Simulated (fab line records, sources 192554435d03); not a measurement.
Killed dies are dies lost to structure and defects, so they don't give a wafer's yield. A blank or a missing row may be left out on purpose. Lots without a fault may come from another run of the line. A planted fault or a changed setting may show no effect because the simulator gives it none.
Which tool did it? | flow n5_finfet | 12 lots, 36 wafers sampled, at 1 step of a route of 1938

WHAT THE GAUGES READ, wafer by wafer
N5_FIN_CUT_INSPECT_10: inspects for defects (brightfield).
lot  | measured    | on                | raw_defect_count
L075 | day 2 09:08 | defect_inspect-01 | 62 47 72
L077 | day 2 21:26 | defect_inspect-01 | 50 38 56
L079 | day 3 09:05 | defect_inspect-01 | 40 54 53
L081 | day 3 20:55 | defect_inspect-02 | 34 20 38
L083 | day 4 11:05 | defect_inspect-01 | 57 41 34
L085 | day 4 23:43 | defect_inspect-02 | 46 46 26
L087 | day 5 09:04 | defect_inspect-02 | 30 31 40
L089 | day 5 21:19 | defect_inspect-01 | 78 56 63
L091 | day 6 09:36 | defect_inspect-02 | 35 70 37
L093 | day 6 20:47 | defect_inspect-02 | 34 35 35
L095 | day 7 09:31 | defect_inspect-01 | 48 58 38
L097 | day 7 20:40 | defect_inspect-02 | 69 41 37

WHICH TOOL RAN EACH LOT (tool, then ch and the chambers of the sampled wafers, then the start)
The record holds no process step before these readings.

THE ANSWER, worked out from the rows above alone
Rule: what is usual is taken from the lots themselves. Put in order of their means at a reading, lots are off if they are a third of the lots or fewer, leave a main group of 4 or more, and stand apart from it by a gap of 3 or more times the standard deviation of the main group's means; of several such gaps the widest counts. A main group whose means are all the same, to the digits that the tables above print for the reading, isn't used. A lot without any number at a reading at which 4 lots or more have one is off too. The other lots that the step has rows for count as sound.
No lot is off at any reading shown: from this, nothing can be told.

WHAT THE SIMULATOR HAD PUT IN
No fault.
